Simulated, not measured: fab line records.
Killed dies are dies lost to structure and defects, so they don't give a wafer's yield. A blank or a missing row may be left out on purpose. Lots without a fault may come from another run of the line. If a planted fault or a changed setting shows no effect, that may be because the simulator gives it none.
Chamber matching -- flow nand-harc -- 4 sister chambers for NHARC_A_STAIRCASE_CMP_152 on cmp-01
The step polishes. 4 wafers are shown with their chamber, then 12 later ones without.

## WAFERS, EACH WITH ITS CHAMBER
wafer,chamber,motor-current-A (A)
L086.2,2,11.4
L089.1,3,13.6
L089.2,0,12.9
L089.5,1,11.4

## WAFERS WITH NO CHAMBER GIVEN
wafer,motor-current-A (A)
L088.1,10.8
L088.2,13.3
L088.3,13.3
L091.1,14.1
L091.3,13.2
L091.5,13.4
L092.1,11.0
L092.4,11.4
L092.6,10.7
L095.1,11.0
L095.4,11.2
L095.5,13.5

## THE CHAMBER EACH PASSED THROUGH
wafer,from the rows above,in truth
L088.1,can't be placed: 1 or 2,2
L088.2,can't be placed: 3 or 0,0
L088.3,can't be placed: 3 or 0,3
L091.1,can't be placed: 3 or 0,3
L091.3,can't be placed: 0 or 3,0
L091.5,can't be placed: 3 or 0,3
L092.1,can't be placed: 1 or 2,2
L092.4,can't be placed: 1 or 2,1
L092.6,can't be placed: 1 or 2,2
L095.1,can't be placed: 1 or 2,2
L095.4,can't be placed: 1 or 2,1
L095.5,can't be placed: 3 or 0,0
Placed correctly: 0 of 12. From these rows, 12 cannot be placed; in 12 the true chamber is one of the candidates. 0 placed wrongly.
How it was worked out, from the rows above alone: a wafer's distance from a chamber is the root of the sum, over the readings, of the square of ((its reading less the chamber's mean) divided by the reading's scatter). The wafer belongs to the nearest chamber; if the next one is less than 2 further off, it can't be placed. For every chamber, the mean is computed from those of its wafers that are shown. The scatter: root of mean squared gap, hidden wafer to nearest shown wafer, with one shown wafer a chamber.
